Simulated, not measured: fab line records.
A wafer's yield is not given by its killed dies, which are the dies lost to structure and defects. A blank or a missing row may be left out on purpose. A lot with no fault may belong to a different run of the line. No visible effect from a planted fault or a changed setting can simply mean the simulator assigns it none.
Chamber matching + flow n5Finfet + 4 sister chambers for N5_BEOL_M3_STRIP_36 on rieDiel-05
The step strips in N2/H2. 16 wafers are shown with their chamber, then 8 later ones without.

## WAFERS WITH THEIR CHAMBER
| wafer  | chamber | drypumpMotorCurrentA (A) | throttleValvePct (%) | showerheadPlenumPTorr (Torr) |
|--------|---------|--------------------------|----------------------|------------------------------|
| L074.2 | 0       | 5.6                      | 23.60                | 2.50                         |
| L074.4 | 1       | 5.5                      | 23.04                | 2.69                         |
| L074.6 | 2       | 5.6                      | 23.43                | 2.39                         |
| L076.3 | 2       | 5.6                      | 23.43                | 2.38                         |
| L076.4 | 1       | 5.4                      | 23.02                | 2.69                         |
| L076.5 | 2       | 5.5                      | 23.43                | 2.38                         |
| L079.1 | 3       | 4.9                      | 23.22                | 2.59                         |
| L079.2 | 1       | 5.5                      | 23.06                | 2.68                         |
| L079.3 | 2       | 5.6                      | 23.47                | 2.38                         |
| L082.3 | 3       | 4.9                      | 23.23                | 2.58                         |
| L082.5 | 3       | 4.9                      | 23.24                | 2.58                         |
| L082.6 | 1       | 5.5                      | 23.06                | 2.68                         |
| L084.3 | 1       | 5.4                      | 23.08                | 2.67                         |
| L084.5 | 0       | 5.6                      | 23.38                | 2.49                         |
| L084.6 | 1       | 5.4                      | 23.08                | 2.67                         |
| L085.3 | 2       | 5.6                      | 23.30                | 2.70                         |

SIGNATURES (means of the wafers above)
| reading               | chamber 0 | chamber 1 | chamber 2 | chamber 3 | scatter within a chamber |
|-----------------------|-----------|-----------|-----------|-----------|--------------------------|
| drypumpMotorCurrentA  | 5.600     | 5.450     | 5.580     | 4.900     | 0.0438                   |
| throttleValvePct      | 23.4900   | 23.0567   | 23.4120   | 23.2300   | 0.0606                   |
| showerheadPlenumPTorr | 2.4950    | 2.6800    | 2.4460    | 2.5833    | 0.0823                   |
Rule: for a wafer and a chamber, the distance is found by dividing, reading by reading, the gap between the wafer's reading and the chamber's mean by the reading's scatter, squaring, summing and taking the root. The wafer belongs to the nearest chamber; if the next one is less than 2 further off, it can't be placed. The scatter: take each reading less its chamber's mean, square it, sum over the shown wafers, divide by the number of wafers less the number of chambers, and take the root.

## WAFERS WITH NO CHAMBER GIVEN
| wafer  | drypumpMotorCurrentA (A) | throttleValvePct (%) | showerheadPlenumPTorr (Torr) |
|--------|--------------------------|----------------------|------------------------------|
| L085.4 | 5.6                      | 23.41                | 2.49                         |
| L085.6 | 5.6                      | 23.33                | 2.69                         |
| L087.1 | 5.4                      | 23.08                | 2.67                         |
| L087.2 | 5.5                      | 23.38                | 2.48                         |
| L087.5 | 5.6                      | 23.41                | 2.49                         |
| L090.4 | 5.6                      | 23.39                | 2.48                         |
| L090.5 | 5.0                      | 23.03                | 2.57                         |
| L090.6 | 5.6                      | 23.39                | 2.48                         |

## THE CHAMBER EACH PASSED THROUGH
| wafer  | from the rows above     | in truth |
|--------|-------------------------|----------|
| L085.4 | can't be placed: 2 or 0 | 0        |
| L085.6 | can't be placed: 2 or 0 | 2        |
| L087.1 | 1                       | 1        |
| L087.2 | can't be placed: 2 or 0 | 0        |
| L087.5 | can't be placed: 2 or 0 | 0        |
| L090.4 | can't be placed: 2 or 0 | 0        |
| L090.5 | 3                       | 3        |
| L090.6 | can't be placed: 2 or 0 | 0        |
2 of 8 placed correctly. From these rows, 6 cannot be placed; in 6 the true chamber is one of the candidates. 0 placed wrongly.
